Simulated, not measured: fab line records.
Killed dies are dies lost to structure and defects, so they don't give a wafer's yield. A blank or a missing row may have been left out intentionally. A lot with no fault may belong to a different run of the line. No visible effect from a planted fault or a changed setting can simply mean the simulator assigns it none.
Matching of chambers ; flow n5 finfet ; 4 sister chambers for N5_DUMMY_GATE_CMP_04 on cmp-02
The step polishes a-Si. 8 wafers are shown with their chamber, then 9 later ones without.

## WAFERS WITH THEIR CHAMBER
wafer;chamber;motor current A (A);time to endpoint s (s)
L087.1;2;11.1;16.0
L089.4;1;10.2;15.3
L090.1;3;8.9;14.6
L090.2;0;10.5;15.0
L090.5;2;10.6;17.3
L091.2;3;9.5;12.1
L091.3;0;10.3;17.7
L091.6;1;10.7;14.8

## WAFERS WITH NO CHAMBER GIVEN
wafer;motor current A (A);time to endpoint s (s)
L095.1;10.4;14.8
L095.3;8.7;14.0
L095.4;10.6;15.2
L096.1;9.0;13.9
L096.3;10.0;15.1
L096.5;10.6;15.6
L097.1;10.5;18.1
L097.3;10.6;16.7
L097.5;11.0;17.8

## WHICH CHAMBER EACH ONE RAN IN
wafer;from the rows above;in truth
L095.1;can't be placed: 1 or 0 or 2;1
L095.3;3;3
L095.4;can't be placed: 1 or 0 or 2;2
L096.1;3;3
L096.3;can't be placed: 1 or 0 or 3 or 2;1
L096.5;can't be placed: 1 or 0 or 2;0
L097.1;can't be placed: 0 or 2 or 1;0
L097.3;can't be placed: 0 or 2 or 1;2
L097.5;can't be placed: 2 or 0 or 1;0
Correct placement for 2 of the 9. Not placeable from these rows: 7 (in 7, the candidates include the true chamber). 0 placed wrongly.
How it was worked out, from the rows above alone: a wafer's distance from a chamber is the root of the sum, over the readings, of the square of ((its reading less the chamber's mean) divided by the reading's scatter). If the next closest chamber is less than 2 further off than the closest, the wafer can't be placed; otherwise it belongs to the closest. The mean given for a chamber averages the wafers shown for that chamber. How the scatter is found: for the shown wafers, subtract from each reading the mean of its chamber, square and add these, divide the total by (wafers less chambers), then take the root.
